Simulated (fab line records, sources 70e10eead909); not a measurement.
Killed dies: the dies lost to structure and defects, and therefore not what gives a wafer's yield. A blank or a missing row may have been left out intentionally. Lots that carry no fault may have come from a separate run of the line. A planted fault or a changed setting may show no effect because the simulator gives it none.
fab line records | flow nandHarc
[record] lots = 6 | wafers = 18 | lastDay = 32
route steps=1302 shown A_STAIRCASE@722
lots untouched by any fault: they come from a run of this same line in which no faults occurred
startH: hours from the record's first day to the start of the lot's first wafer shown | waitH: how many hours have passed since the lot's step before this one | " the same as in the row above | L1.1+2: a row that stands for several wafers | - value missing, or start not given | * or withheld: withheld | < > ~ a bound
route shown NAME@n: a module of which the file shows steps, and the number in the route of the first | usual: mean/standard deviation of fault-free wafers | same: alike in all rows | chamber/n: place in a boat | sites: the reading at each site | _std_site: standard deviation across them | _edge_site: outer sites' mean less inner sites' | radiusMm: how far each site lies from the wafer's centre | mask NAME#n: copy n | behind: the last tool/chamber to shape the wafer | hold: what put the lot on hold/how long, in hours/how the hold closed | device: names the non-switching transistor (n, p or np) | end of line: tests run on the same wafers once the route is complete | for a step that has no rows: nothing shown but its recipe | killed: not the wafer's yield, but the dies lost to structure and defects at the first sort | map: the dies of a wafer, with x for killed, . for not killed, _ for no die there
set.NAME: setting as actually run; set.NAME@STEP: the setting as run at that earlier step | model.NAME: the simulator's own value behind a step, which no gauge read
a table for each step, a row for each wafer; lots at some steps of the route
services: when a tool's chamber went out of use (startH, in hours from the record's first day, below 0 if earlier), for how many hours, and the reason
[[steps]]
[step NHARC_A_STAIRCASE_SRD_208]
[step NHARC_A_STAIRCASE_DEHYDRATE_209]
[recipe] tempC = 150 | timeS = 120
[step NHARC_A_STAIRCASE_HMDS_210]
[recipe] timeS = 30
[step NHARC_A_STAIRCASE_COAT_211]
[recipe] spinRpm = 1200
[step NHARC_A_STAIRCASE_SOFTBAKE_212]
[recipe] tempC = 135 | timeS = 170
[step NHARC_A_STAIRCASE_EBR_213]
[step NHARC_A_STAIRCASE_EXPOSE_214]
[recipe] na = 0.5 | doseMj = 31.26 | maskId = STAIR_3
[step NHARC_A_STAIRCASE_PEB_215]
[recipe] pebTempC = 115 | pebTimeS = 130
[step NHARC_A_STAIRCASE_DEVELOP_216]
[recipe] timeS = 140
[step NHARC_A_STAIRCASE_HARDBAKE_218]
[recipe] tempC = 120 | timeS = 140
[step NHARC_A_STAIRCASE_DESCUM_219]
[recipe] timeS = 3 | o2FlowSccm = 200 | arFlowSccm = 0 | biasPowerW = 0 | chemistry = O2
[usual] drypumpMotorCurrentA = 5.71/0.27 | oesProductAu = 0.998/0.01 | rfVppV = 57.7/0.81 | showerheadPlenumPTorr = 1.89/0.1 | throttleValvePct = 11.311/0.01
lot.wafer | tool       | chamber | startH | waitH | drypumpMotorCurrentA | oesProductAu | rfHoursCounterH | rfVppV | showerheadPlenumPTorr | throttleValvePct
L397.1    | rieDiel-09 | 2       | 416.68 | -     | 5.83                 | 0.994        | 37              | 57.4   | 1.95                  | 11.310
L397.2    | "          | 0       | "      | "     | 5.31                 | 0.993        | 37              | 57.5   | 1.76                  | 11.302
L397.3    | "          | 1       | "      | "     | 5.44                 | 1.002        | 37              | 58.1   | 1.97                  | 11.302
L401.4    | rieDiel-05 | 1       | 469.94 | -     | 5.76                 | 0.985        | 18              | 57.6   | 1.79                  | 11.313
L401.2    | "          | 2       | "      | "     | 6.06                 | 1.006        | 13              | 58.1   | 1.95                  | 11.301
L401.5    | "          | 0       | "      | "     | 5.55                 | 1.000        | -               | 57.8   | 1.80                  | 11.304
L405.4    | rieDiel-05 | 0       | 484.09 | -     | 5.56                 | 0.991        | 23              | 55.8   | 1.80                  | 11.326
L405.2    | "          | 1       | "      | "     | 5.75                 | 0.985        | 23              | 57.5   | 1.79                  | 11.310
L405.3    | "          | 3       | "      | "     | 6.01                 | 1.005        | 19              | 57.5   | 1.93                  | 11.320
L406.1    | rieDiel-11 | 2       | 505.35 | -     | 6.07                 | 1.014        | 20              | 58.1   | 2.07                  | 11.321
L406.4    | "          | 3       | "      | "     | 5.68                 | 1.006        | 22              | 56.7   | 1.88                  | 11.308
L406.5    | "          | 2       | "      | "     | 6.06                 | 1.014        | -               | 57.7   | 2.07                  | 11.302
L410.2    | rieDiel-05 | 3       | 539.31 | -     | 6.03                 | 1.009        | 33              | 56.9   | 1.93                  | 11.317
L410.5    | "          | 1       | "      | "     | 5.79                 | 1.011        | -               | 58.3   | 1.79                  | 11.317
L410.6    | "          | 2       | "      | "     | 6.05                 | 1.005        | -               | 56.3   | 1.95                  | 11.299
L414.2    | rieDiel-11 | 0       | 570.23 | -     | 5.95                 | 0.983        | 43              | 56.4   | 1.78                  | 11.310
L414.1    | "          | 1       | "      | "     | 5.47                 | 1.008        | 47              | 56.6   | 1.79                  | 11.317
L414.5    | "          | 0       | "      | "     | 5.96                 | 0.995        | -               | 58.0   | 1.78                  | 11.312
[step NHARC_A_STAIRCASE_TRIM_220]
[recipe] timeS = 211.2 | o2FlowSccm = 500 | arFlowSccm = 0 | biasW = 0 | chemistry = O2
[usual] drypumpMotorCurrentA = 5.71/0.27 | oesProductAu = 0.998/0.0098 | rfVppV = 57.6/0.92 | showerheadPlenumPTorr = 3.49/0.18 | throttleValvePct = 17.037/0.0087
lot.wafer | tool       | chamber | startH | waitH | drypumpMotorCurrentA | oesProductAu | rfHoursCounterH | rfVppV | showerheadPlenumPTorr | throttleValvePct
L397.1    | rieDiel-09 | 2       | 416.78 | 0.1   | 5.84                 | 0.988        | 37              | 58.3   | 3.59                  | 17.025
L397.2    | "          | 3       | "      | "     | 5.36                 | 0.986        | 37              | 57.6   | 3.29                  | 17.059
L397.3    | "          | 0       | "      | "     | 5.30                 | 0.995        | 37              | 56.3   | 3.27                  | 17.027
L401.4    | rieDiel-05 | 2       | 470.03 | 0.1   | 6.08                 | 1.214        | 13              | 57.0   | 3.59                  | 17.039
L401.2    | "          | 3       | "      | "     | 6.07                 | 1.202        | 14              | 58.0   | 3.56                  | 17.028
L401.5    | "          | 0       | "      | "     | 5.57                 | 1.209        | -               | 58.5   | 3.34                  | 17.033
L405.3    | rieDiel-05 | 0       | 484.18 | 0.1   | 5.58                 | 1.212        | 23              | 57.5   | 3.33                  | 17.041
L405.2    | "          | 1       | "      | "     | 5.80                 | 1.201        | 23              | 58.1   | 3.32                  | 17.026
L405.4    | "          | 3       | "      | "     | 6.05                 | 1.214        | 19              | 58.6   | 3.56                  | 17.028
L406.1    | rieDiel-11 | 2       | 505.47 | 0.1   | 6.09                 | 1.014        | 20              | 57.6   | 3.80                  | 17.026
L406.4    | "          | 3       | "      | "     | 5.67                 | 0.982        | 22              | 57.5   | 3.46                  | 17.038
L406.5    | "          | 0       | "      | "     | 5.96                 | 0.988        | -               | 58.1   | 3.31                  | 17.050
L410.2    | rieDiel-05 | 1       | 539.40 | 0.1   | 5.80                 | 0.987        | 38              | 56.8   | 3.31                  | 17.041
L410.5    | "          | 0       | "      | "     | 5.58                 | 1.006        | -               | 55.3   | 3.33                  | 17.032
L410.6    | "          | 1       | "      | "     | 5.78                 | 0.984        | -               | 56.2   | 3.31                  | 17.038
L414.2    | rieDiel-11 | 3       | 570.32 | 0.1   | 5.68                 | 0.987        | 44              | 56.7   | 3.45                  | 17.030
L414.1    | "          | 1       | "      | "     | 5.49                 | 1.005        | 47              | 57.8   | 3.31                  | 17.030
L414.5    | "          | 3       | "      | "     | 5.69                 | 0.988        | -               | 57.9   | 3.45                  | 17.028
[step NHARC_A_STAIRCASE_ETCH_221]
[recipe] targetDepthA = 1000 | timeS = 40.5 | ionEnergyEv = 400 | c4f8FlowSccm = 20 | o2FlowSccm = 10 | arFlowSccm = withheld | rfW = 600 | biasW = 1000 | chemistry = C4F8/O2
[usual] oesProductAu = 0.937/0.015 | rfFwdPowerW = 592/3.5 | rfVppV = 895/6.7
lot.wafer | tool       | chamber | startH | waitH | oesProductAu | rfFwdPowerW | rfHoursCounterH | rfVppV
L397.2    | rieDiel-09 | 3       | -      | -     | 0.937        | 586         | 37              | 886
L397.1    | "          | 0       | "      | "     | 0.966        | 592         | 37              | 887
L397.3    | "          | 1       | "      | "     | 0.961        | 595         | 37              | 899
L401.4    | rieDiel-05 | 1       | -      | -     | 0.921        | 590         | 18              | 889
L401.2    | "          | 3       | "      | "     | 0.926        | 590         | 14              | 897
L401.5    | "          | 1       | "      | "     | 0.921        | 593         | -               | 886
L405.3    | rieDiel-05 | 0       | -      | -     | 0.941        | 595         | 23              | 888
L405.2    | "          | 2       | "      | "     | 0.962        | 598         | 19              | 897
L405.4    | "          | 3       | "      | "     | 0.961        | 591         | 19              | 896
L406.1    | rieDiel-11 | 0       | -      | -     | 0.918        | 594         | 22              | 887
L406.4    | "          | 1       | "      | "     | 0.944        | 592         | 22              | 890
L406.5    | "          | 0       | "      | "     | 0.919        | 596         | -               | 888
L410.2    | rieDiel-05 | 1       | -      | -     | 0.910        | 594         | 38              | 887
L410.5    | "          | 1       | "      | "     | 0.920        | 591         | -               | 887
L410.6    | "          | 2       | "      | "     | 0.929        | 596         | -               | 898
L414.2    | rieDiel-11 | 1       | -      | -     | 0.930        | 595         | 47              | 888
L414.1    | "          | 2       | "      | "     | 0.937        | 596         | 44              | 906
L414.5    | "          | 2       | "      | "     | 0.939        | 595         | -               | 905
[[services]]
tool       | chamber | startH | hours | kind
rieDiel-11 | 3       | 395.85 | 1.2   | repair
rieDiel-05 | -       | 406.60 | 9.0   | pm
rieDiel-05 | 0       | 406.60 | 9.0   | ventCycle
rieDiel-05 | 1       | 406.60 | 9.0   | ventCycle
rieDiel-05 | 2       | 406.60 | 9.0   | ventCycle
rieDiel-05 | 3       | 406.60 | 9.0   | ventCycle
rieDiel-05 | 0       | 415.60 | -     | clean
rieDiel-05 | 0       | 415.60 | -     | consumableReplace:focusRing
rieDiel-05 | 1       | 415.60 | -     | clean
rieDiel-05 | 2       | 415.60 | -     | clean
rieDiel-05 | 3       | 415.60 | -     | clean
rieDiel-11 | -       | 435.80 | 9.0   | pm
rieDiel-05 | 0       | 440.10 | -     | clean
rieDiel-05 | 1       | 440.10 | -     | clean
rieDiel-05 | 2       | 440.10 | -     | clean
rieDiel-05 | 3       | 440.10 | -     | clean
rieDiel-05 | 0       | 464.60 | -     | clean
rieDiel-05 | 1       | 464.60 | -     | clean
rieDiel-05 | 2       | 464.60 | -     | clean
rieDiel-09 | 3       | 478.20 | 7.3   | repair
rieDiel-09 | -       | 498.49 | 9.0   | pm
rieDiel-05 | 2       | 514.91 | 3.0   | repair
rieDiel-05 | 0       | 554.66 | 1.3   | repair
rieDiel-11 | -       | 555.10 | 0.7   | repair
[[key]]
[firstSign] step = NHARC_A_STAIRCASE_TRIM_220 | reading = oesProductAu | direction = up | sigmas = 22 | usual = 0.998 | struck = 1.209
effect none on later readings
metAt NHARC_A_STAIRCASE_TRIM_220
struckWafers L401.2,L401.4,L401.5,L405.2,L405.3,L405.4
laterRowsLeftOut L401.2,L401.4,L401.5,L405.2,L405.3,L405.4
sortLeftOut L401.2,L401.4,L401.5,L405.2,L405.3,L405.4
testerLeftOut L401,L405
[fault] kind = processParameterDrift | tool = rieDiel-05 | chamber = - | onsetH = 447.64 | steps = NHARC_A_STAIRCASE_TRIM_220 | channel = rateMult | offset = 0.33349 | shape = step | endH = 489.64
// testerLeftOut: of these lots the tester's yield and bins aren't shown, on N5 and GAA mostly nor the transistor test; their killed dies are dies lost to structure and defects alone, not to doping, threshold or leakage, so they don't give the yield
// sortLeftOut: the simulated sort isn't trusted on such a fault, so these wafers' sort isn't shown, and their yield isn't known
// laterRowsLeftOut: the simulator's readings of these wafers behind a module that went badly wrong aren't trusted and aren't shown, but for the sort
